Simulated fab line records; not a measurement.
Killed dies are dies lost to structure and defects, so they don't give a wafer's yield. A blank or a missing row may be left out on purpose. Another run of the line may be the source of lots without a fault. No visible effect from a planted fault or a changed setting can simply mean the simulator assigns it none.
The tool behind it: which one?	flow n5Finfet	21 lots with 63 wafers sampled at 6 steps, on a route of 1938 steps

WHAT THE GAUGES SHOWED, per wafer
The record holds no reading of a measuring or inspecting step that can be judged against a usual standard deviation.

WHAT TOOL EACH LOT RAN ON (gives the tool, then ch and the chambers of the sampled wafers, and finally the start)
lot	N5_GATE_CUT_STRIP_59	N5_GATE_CUT_ETCH_28	N5_GATE_CUT_CUT_ETCH_53	N5_GATE_CUT_VAPOR_ETCH_49	N5_MOL_CONTACT_COAG_ETCH_110	N5_MOL_CONTACT_COAG_TI_SIL_19
L074	rieDiel-02 ch 0,1,3, day 4 08:02	rieDiel-03 ch 0,1,3, day 4 11:21	rieMetal-02 ch 0,1, day 4 11:43	rieMetal-02 ch 0,1, day 4 11:55	rieDiel-06 ch 1,2, day 4 15:34	pvdSputter-01, day 4 17:25
L075	rieDiel-02 ch 0,2,3, day 4 17:43	rieDiel-02 ch 1,3, day 4 21:19	rieMetal-02 ch 0,1, day 4 21:40	rieMetal-02 ch 0,1, day 4 21:53	rieDiel-04 ch 0,1,3, day 5 06:02	pvdSputter-02, day 5 07:33
L076	rieDiel-03 ch 0,1,3, day 4 22:49	rieDiel-05 ch 0,2, day 5 02:48	rieMetal-01 ch 0, day 5 03:10	rieMetal-01 ch 0, day 5 03:35	rieDiel-04 ch 0,1,2, day 5 08:18	pvdSputter-01, day 5 08:57
L077	rieDiel-02 ch 1,2, day 5 03:05	rieDiel-03 ch 0,1,2, day 5 07:08	rieMetal-01 ch 0,1, day 5 07:30	rieMetal-01 ch 0,1, day 5 07:43	rieDiel-06 ch 0,1,2, day 5 11:41	pvdSputter-01, day 5 12:28
L078	rieDiel-02 ch 1,2, day 5 05:36	rieDiel-03 ch 0,2, day 5 09:19	rieMetal-02 ch 0,1, day 5 09:40	rieMetal-02 ch 0,1, day 5 09:53	rieDiel-06 ch 0,1,2, day 5 13:28	pvdSputter-02, day 5 14:05
L079	rieDiel-05 ch 0,2, day 5 16:15	rieDiel-02 ch 0,2,3, day 5 19:53	rieMetal-02 ch 0,1, day 5 20:16	rieMetal-02 ch 0,1, day 5 20:28	rieDiel-04 ch 0,3, day 6 00:38	pvdSputter-03, day 6 01:16
L080	rieDiel-02 ch 0,2,3, day 5 19:27	rieDiel-03 ch 1,2,3, day 5 22:53	rieMetal-03 ch 0,1, day 5 23:16	rieMetal-03 ch 0,1, day 5 23:28	rieDiel-01 ch 1,2,3, day 6 02:56	pvdSputter-03, day 6 03:31
L081	rieDiel-05 ch 0,1,3, day 6 03:52	rieDiel-02 ch 0,1,2, day 6 07:11	rieMetal-02 ch 0,1, day 6 07:32	rieMetal-02 ch 0,1, day 6 07:45	rieDiel-04 ch 2,3, day 6 11:23	pvdSputter-01, day 6 12:11
L082	rieDiel-03 ch 0,2,3, day 6 10:06	rieDiel-03 ch 0,1,3, day 6 13:32	rieMetal-02 ch 0,1, day 6 13:54	rieMetal-02 ch 0,1, day 6 14:07	rieDiel-06 ch 0,2,3, day 6 17:55	pvdSputter-03, day 6 19:02
L085	rieDiel-03 ch 2,3, day 7 02:28	rieDiel-02 ch 0,3, day 7 23:13	rieMetal-02 ch 0,1, day 7 23:35	rieMetal-02 ch 0,1, day 7 23:47	rieDiel-01 ch 0,2, day 8 03:15	pvdSputter-01, day 8 03:52
L087	rieDiel-03 ch 0,3, day 7 15:40	rieDiel-03 ch 1,2, day 8 01:28	rieMetal-02 ch 0,1, day 8 01:49	rieMetal-02 ch 0,1, day 8 02:02	rieDiel-01 ch 0,1,3, day 8 06:35	pvdSputter-01, day 8 09:05
L088	rieDiel-03 ch 0,2,3, day 7 21:27	rieDiel-03 ch 0,1,2, day 8 03:40	rieMetal-01 ch 1, day 8 04:02	rieMetal-01 ch 1, day 8 04:14	rieDiel-06 ch 0,1, day 8 07:43	pvdSputter-01, day 8 08:59
L089	rieDiel-03 ch 0,1,3, day 8 05:41	rieDiel-02 ch 1,2,3, day 8 09:02	rieMetal-02 ch 0,1, day 8 09:23	rieMetal-02 ch 0,1, day 8 09:35	rieDiel-06 ch 0,2,3, day 9 19:49	pvdSputter-01, day 9 20:23
L090	rieDiel-03 ch 0,1,3, day 8 06:23	rieDiel-03 ch 0,1,2, day 8 09:41	rieMetal-03 ch 0,1, day 8 10:02	rieMetal-03 ch 0,1, day 8 10:15	rieDiel-01 ch 0,3, day 9 20:02	pvdSputter-02, day 9 20:37
L091	rieDiel-05 ch 0,1,2, day 9 11:01	rieDiel-02 ch 1,2,3, day 9 22:07	rieMetal-02 ch 1, day 9 22:28	rieMetal-02 ch 1, day 9 22:41	rieDiel-01 ch 0,2, day 10 02:08	pvdSputter-03, day 10 05:22
L092	rieDiel-02 ch 0,1,2, day 9 11:43	rieDiel-02 ch 1,2,3, day 9 22:29	rieMetal-01 ch 0,1, day 9 22:50	rieMetal-01 ch 0,1, day 9 23:03	rieDiel-01 ch 0,1,3, day 10 02:52	pvdSputter-01, day 10 05:40
L093	rieDiel-05 ch 2,3, day 9 12:41	rieDiel-03 ch 0,2,3, day 9 22:59	rieMetal-02 ch 0,1, day 9 23:20	rieMetal-02 ch 0,1, day 9 23:33	rieDiel-04 ch 0,2, day 10 03:08	pvdSputter-03, day 10 05:38
L096	rieDiel-05 ch 0,1,2, day 11 07:28	rieDiel-03 ch 0,2,3, day 11 10:53	rieMetal-02 ch 0,1, day 11 11:15	rieMetal-02 ch 0,1, day 11 11:28	rieDiel-01 ch 0,1,2, day 11 16:52	pvdSputter-03, day 11 20:35
L095	rieDiel-03 ch 0,1,2, day 11 08:13	rieDiel-05 ch 0,1,3, day 11 11:53	rieMetal-01 ch 0,1, day 11 12:15	rieMetal-01 ch 0,1, day 11 12:28	rieDiel-04 ch 0,2,3, day 11 17:21	pvdSputter-01, day 11 20:40
L094	rieDiel-02 ch 0,1,2, day 11 09:55	rieDiel-02 ch 0,1,2, day 11 13:22	rieMetal-01 ch 0,1, day 11 13:43	rieMetal-01 ch 0,1, day 11 13:56	rieDiel-04 ch 1,2,3, day 11 18:29	pvdSputter-03, day 11 20:59
L097	rieDiel-05 ch 1,2,3, day 11 10:46	rieDiel-02 ch 0,1,2, day 11 14:30	rieMetal-01 ch 0,1, day 11 14:52	rieMetal-01 ch 0,1, day 11 15:04	rieDiel-04 ch 0,3, day 11 19:08	pvdSputter-03, day 11 21:05
- N5_GATE_CUT_STRIP_59: strips in N2/H2, time 20 s.
- N5_GATE_CUT_ETCH_28: etches underlayer in N2/H2, target depth 13 nm, time 10.4 s.
- N5_GATE_CUT_CUT_ETCH_53: etches W in SF6/Cl2, target depth 79.2 nm.
- N5_GATE_CUT_VAPOR_ETCH_49: etches TiAlC in BCl3/Cl2.
- N5_MOL_CONTACT_COAG_ETCH_110: etches Si in CF4/O2, target depth 2.5 nm, time 8 s.
- N5_MOL_CONTACT_COAG_TI_SIL_19: material Ti, target thk 4.2 nm, time 15 s.

WHAT THE TOOLS THEMSELVES READ (means of the sampled wafers that have a number; where no wafer has one, the mark that the record gives instead)
N5_GATE_CUT_STRIP_59.
lot	tool	drypumpMotorCurrentA (A)	oesProductAu (a.u.)	rfVppV (V)	showerheadPlenumPTorr (Torr)	tempC (C)	throttleValvePct (%)
L074	rieDiel-02	5.5	0.74	44.5	3.32	39.98	12.39
L075	rieDiel-02	5.6	0.79	44.7	3.34	39.93	12.29
L076	rieDiel-03	5.7	0.78	45.7	3.49	40.01	12.37
L077	rieDiel-02	5.9	0.86	44.9	3.28	40.04	12.20
L078	rieDiel-02	5.8	0.80	44.0	3.27	40.00	12.31
L079	rieDiel-05	5.9	0.69	45.1	3.33	39.93	12.31
L080	rieDiel-02	5.6	0.78	45.9	3.34	40.03	12.31
L081	rieDiel-05	5.8	0.80	45.9	3.39	40.15	12.16
L082	rieDiel-03	5.7	0.76	44.7	3.43	40.12	12.31
L085	rieDiel-03	5.6	0.72	45.2	3.42	39.98	12.35
L087	rieDiel-03	5.8	0.79	45.5	3.53	40.02	12.30
L088	rieDiel-03	5.7	0.74	46.0	3.42	40.00	12.35
L089	rieDiel-03	5.8	0.75	45.5	3.47	39.96	12.44
L090	rieDiel-03	5.7	0.75	45.3	3.47	40.01	12.44
L091	rieDiel-05	5.8	0.84	44.8	3.36	39.94	12.03
L092	rieDiel-02	5.5	0.87	45.3	3.33	39.87	12.19
L093	rieDiel-05	6.3	0.83	45.3	3.35	40.07	12.29
L096	rieDiel-05	5.8	0.83	45.6	3.36	40.01	12.05
L095	rieDiel-03	5.8	0.73	46.4	3.37	40.00	12.48
L094	rieDiel-02	5.5	0.85	45.3	3.32	40.00	12.23
L097	rieDiel-05	6.0	0.86	44.2	3.37	39.93	12.13

N5_GATE_CUT_ETCH_28.
lot	tool	drypumpMotorCurrentA (A)	etchRfOnTimeS (s)	oesProductAu (a.u.)	rfVppV (V)	showerheadPlenumPTorr (Torr)	throttleValvePct (%)
L074	rieDiel-03	5.7	10.38	0.66	526.9	2.63	18.05
L075	rieDiel-02	5.8	10.20	0.65	520.2	2.44	17.94
L076	rieDiel-05	6.1	10.53	0.58	523.3	2.51	17.99
L077	rieDiel-03	5.8	10.30	0.65	524.4	2.55	18.04
L078	rieDiel-03	5.9	10.34	0.69	524.5	2.60	17.95
L079	rieDiel-02	5.6	10.30	0.67	523.6	2.51	17.95
L080	rieDiel-03	5.7	10.40	0.62	522.6	2.54	18.05
L081	rieDiel-02	5.5	10.36	0.67	521.6	2.51	18.03
L082	rieDiel-03	5.7	10.38	0.65	526.1	2.62	18.08
L085	rieDiel-02	5.6	10.37	0.61	523.0	2.49	17.99
L087	rieDiel-03	5.7	10.48	0.60	522.4	2.46	18.07
L088	rieDiel-03	5.8	10.42	0.63	524.0	2.54	18.07
L089	rieDiel-02	5.9	10.43	0.67	521.2	2.45	17.96
L090	rieDiel-03	5.8	10.44	0.63	523.4	2.54	18.10
L091	rieDiel-02	5.8	10.33	0.67	521.7	2.44	17.96
L092	rieDiel-02	5.9	10.27	0.66	520.7	2.44	17.97
L093	rieDiel-03	5.7	10.39	0.63	524.8	2.58	18.01
L096	rieDiel-03	5.7	10.42	0.62	524.1	2.57	18.01
L095	rieDiel-05	5.9	10.42	0.66	524.3	2.54	17.86
L094	rieDiel-02	5.5	10.20	0.73	522.7	2.50	17.94
L097	rieDiel-02	5.5	10.28	0.72	523.4	2.50	17.92

N5_GATE_CUT_CUT_ETCH_53.
lot	tool	SF6_flow_sccm (sccm)	drypumpMotorCurrentA (A)	etchRfOnTimeS (s)	oesProductAu (a.u.)	throttleValvePct (%)
L074	rieMetal-02	39.99	5.9	25.9	0.73	29.03
L075	rieMetal-02	40.00	5.9	25.9	0.73	29.04
L076	rieMetal-01	39.89	6.7	26.0	0.53	28.92
L077	rieMetal-01	40.18	6.6	26.3	0.60	28.80
L078	rieMetal-02	39.96	5.9	25.9	0.73	29.04
L079	rieMetal-02	39.99	5.8	26.2	0.65	28.88
L080	rieMetal-03	40.10	5.4	26.1	0.68	28.67
L081	rieMetal-02	40.00	5.7	26.2	0.65	28.88
L082	rieMetal-02	40.05	5.9	26.3	0.71	29.05
L085	rieMetal-02	39.90	6.0	26.1	0.71	29.06
L087	rieMetal-02	40.05	5.9	26.1	0.71	29.05
L088	rieMetal-01	39.88	6.2	25.9	0.72	28.56
L089	rieMetal-02	39.92	5.7	26.4	0.63	28.89
L090	rieMetal-03	39.96	5.4	26.2	0.68	28.69
L091	rieMetal-02	40.05	6.1	26.0	0.76	29.23
L092	rieMetal-01	40.06	6.4	25.9	0.76	28.63
L093	rieMetal-02	39.89	5.9	26.0	0.70	29.05
L096	rieMetal-02	40.00	5.9	26.0	0.69	29.07
L095	rieMetal-01	40.02	6.4	25.9	0.75	28.65
L094	rieMetal-01	39.86	6.4	26.0	0.75	28.64
L097	rieMetal-01	39.93	6.6	25.6	0.80	28.73

N5_GATE_CUT_VAPOR_ETCH_49.
lot	tool	drypumpMotorCurrentA (A)	oesProductAu (a.u.)
L074	rieMetal-02	5.9	0.81
L075	rieMetal-02	5.9	0.81
L076	rieMetal-01	6.8	0.59
L077	rieMetal-01	6.5	0.66
L078	rieMetal-02	5.9	0.81
L079	rieMetal-02	5.8	0.72
L080	rieMetal-03	5.4	0.76
L081	rieMetal-02	5.7	0.73
L082	rieMetal-02	5.9	0.79
L085	rieMetal-02	5.9	0.79
L087	rieMetal-02	5.9	0.79
L088	rieMetal-01	6.1	0.79
L089	rieMetal-02	5.8	0.71
L090	rieMetal-03	5.4	0.75
L091	rieMetal-02	6.0	0.84
L092	rieMetal-01	6.4	0.84
L093	rieMetal-02	5.9	0.77
L096	rieMetal-02	5.9	0.77
L095	rieMetal-01	6.4	0.84
L094	rieMetal-01	6.4	0.83
L097	rieMetal-01	6.6	0.88

N5_MOL_CONTACT_COAG_ETCH_110.
lot	tool	cf4FlowSccm (sccm)	drypumpMotorCurrentA (A)	oesProductAu (a.u.)	rfVppV (V)	showerheadPlenumPTorr (Torr)	throttleValvePct (%)
L074	rieDiel-06	100.19	5.3	0.80	128.4	2.30	10.65
L075	rieDiel-04	100.06	6.1	0.77	126.8	2.22	10.72
L076	rieDiel-04	99.98	5.7	0.76	125.1	2.22	10.89
L077	rieDiel-06	100.14	5.5	0.79	127.9	2.27	10.75
L078	rieDiel-06	99.94	5.6	0.79	127.5	2.27	10.75
L079	rieDiel-04	100.07	6.4	0.73	126.6	2.18	10.99
L080	rieDiel-01	99.87	5.9	0.83	126.9	2.22	10.70
L081	rieDiel-04	99.99	6.1	0.75	129.5	2.30	10.86
L082	rieDiel-06	99.89	5.7	0.76	128.1	2.25	10.79
L085	rieDiel-01	100.16	5.9	0.85	129.4	2.28	10.68
L087	rieDiel-01	99.89	5.7	0.82	128.3	2.27	10.73
L088	rieDiel-06	100.04	5.8	0.81	128.5	2.24	10.79
L089	rieDiel-06	99.91	5.6	0.74	126.2	2.25	10.83
L090	rieDiel-01	100.13	5.7	0.81	128.6	2.30	10.74
L091	rieDiel-01	99.99	5.9	0.84	128.6	2.28	10.71
L092	rieDiel-01	99.92	5.7	0.81	128.3	2.27	10.75
L093	rieDiel-04	100.09	5.8	0.77	128.3	2.31	11.01
L096	rieDiel-01	99.95	5.9	0.81	127.9	2.24	10.73
L095	rieDiel-04	99.66	6.1	0.78	128.6	2.31	10.87
L094	rieDiel-04	100.00	5.7	0.73	128.2	2.27	10.86
L097	rieDiel-04	100.40	6.5	0.79	129.6	2.31	10.69

N5_MOL_CONTACT_COAG_TI_SIL_19.
lot	tool	throttleValvePct (%)
L074	pvdSputter-01	29.3
L075	pvdSputter-02	30.3
L076	pvdSputter-01	29.5
L077	pvdSputter-01	30.2
L078	pvdSputter-02	30.4
L079	pvdSputter-03	29.7
L080	pvdSputter-03	29.8
L081	pvdSputter-01	29.4
L082	pvdSputter-03	29.2
L085	pvdSputter-01	30.0
L087	pvdSputter-01	30.0
L088	pvdSputter-01	29.5
L089	pvdSputter-01	29.9
L090	pvdSputter-02	29.2
L091	pvdSputter-03	28.8
L092	pvdSputter-01	29.0
L093	pvdSputter-03	30.2
L096	pvdSputter-03	29.3
L095	pvdSputter-01	30.0
L094	pvdSputter-03	28.9
L097	pvdSputter-03	29.1

THE ANSWER, worked out from the rows above alone
Rule: what is usual is taken from the lots themselves. Put in order of their means at a reading, lots are off if they are a third of the lots or fewer, leave a main group of 4 or more, and stand apart from it by a gap of 3 or more times the standard deviation of the main group's means; of several such gaps the widest counts. A main group whose means are all the same, to the digits that the tables above print for the reading, isn't used. Also off: a lot with no number at a reading for which 4 or more lots have one. Any other lot the step has rows for is counted as sound. Order of review: gauges by route order, followed by the tools' own readings, for which a lot's mean as printed above is used. At the first step where some lot is off, the reading lying furthest off is the one used; lots without a number count as furthest.
None of the lots is off at any reading shown; this tells nothing.

WHAT THE SIMULATOR HAD PUT IN
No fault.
